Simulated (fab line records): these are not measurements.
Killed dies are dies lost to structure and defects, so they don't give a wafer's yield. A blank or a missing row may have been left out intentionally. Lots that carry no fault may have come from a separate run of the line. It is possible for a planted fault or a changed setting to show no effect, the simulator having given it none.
Matching of chambers    flow nand harc    NHARC_P_M1_DESCUM_14 on rie diel-01 has 4 sister chambers
The step chemistry O2, time 3 s. 14 wafers are shown with their chamber, then 7 later ones without.

WAFERS, EACH WITH ITS CHAMBER
wafer   chamber  rf vpp V (V)  throttle valve pct (%)  oes product au (a.u.)
L173.1  3        58.3          11.313                  1.000
L173.2  0        56.7          11.302                  1.009
L173.6  3        58.8          11.311                  1.010
L180.1  2        57.7          11.298                  0.997
L180.3  0        57.4          11.311                  1.010
L180.6  0        57.4          11.321                  1.004
L179.1  1        58.9          11.317                  1.019
L179.4  3        58.9          11.310                  1.011
L179.5  0        58.2          11.311                  1.009
L183.3  0        57.8          11.295                  1.005
L183.5  2        57.7          11.302                  0.991
L183.6  1        58.5          11.311                  1.005
L185.1  0        58.1          11.315                  0.993
L185.5  1        58.0          11.315                  0.995

SIGNATURES, as means of the wafers listed above
reading             chamber 0  chamber 1  chamber 2  chamber 3  scatter within a chamber
rf vpp V            57.600     58.467     57.700     58.667     0.464
throttle valve pct  11.30917   11.31433   11.30000   11.31133   0.00681
oes product au      1.00500    1.00633    0.99400    1.00700    0.00765
Rule: a wafer lies at a distance from a chamber equal to the root of the sum of squares, over the readings, of (its reading less the chamber's mean, divided by the reading's scatter). The wafer belongs to the nearest chamber; if the next one is less than 2 further off, it can't be placed. How the scatter is found: for the shown wafers, subtract from each reading the mean of its chamber, square and add these, divide the total by (wafers less chambers), then take the root.

WAFERS WITHOUT THEIR CHAMBER
wafer   rf vpp V (V)  throttle valve pct (%)  oes product au (a.u.)
L185.6  56.7          11.309                  1.007
L186.1  56.7          11.297                  0.999
L186.3  57.1          11.299                  0.996
L186.5  58.4          11.317                  1.005
L187.1  58.4          11.310                  1.004
L187.3  58.4          11.311                  1.015
L187.6  57.7          11.298                  0.991

THE CHAMBER EACH PASSED THROUGH
wafer   from the rows above                in truth
L185.6  can't be placed: 0 or 2 or 1       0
L186.1  can't be placed: 2 or 0            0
L186.3  can't be placed: 2 or 0            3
L186.5  can't be placed: 1 or 3 or 0       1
L187.1  can't be placed: 1 or 3 or 0 or 2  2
L187.3  can't be placed: 3 or 1 or 0       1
L187.6  can't be placed: 2 or 0            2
Correctly placed: 0 of 7. Can't be placed from these rows: 7 (the true chamber is among the candidates in 6). 0 placed wrongly.
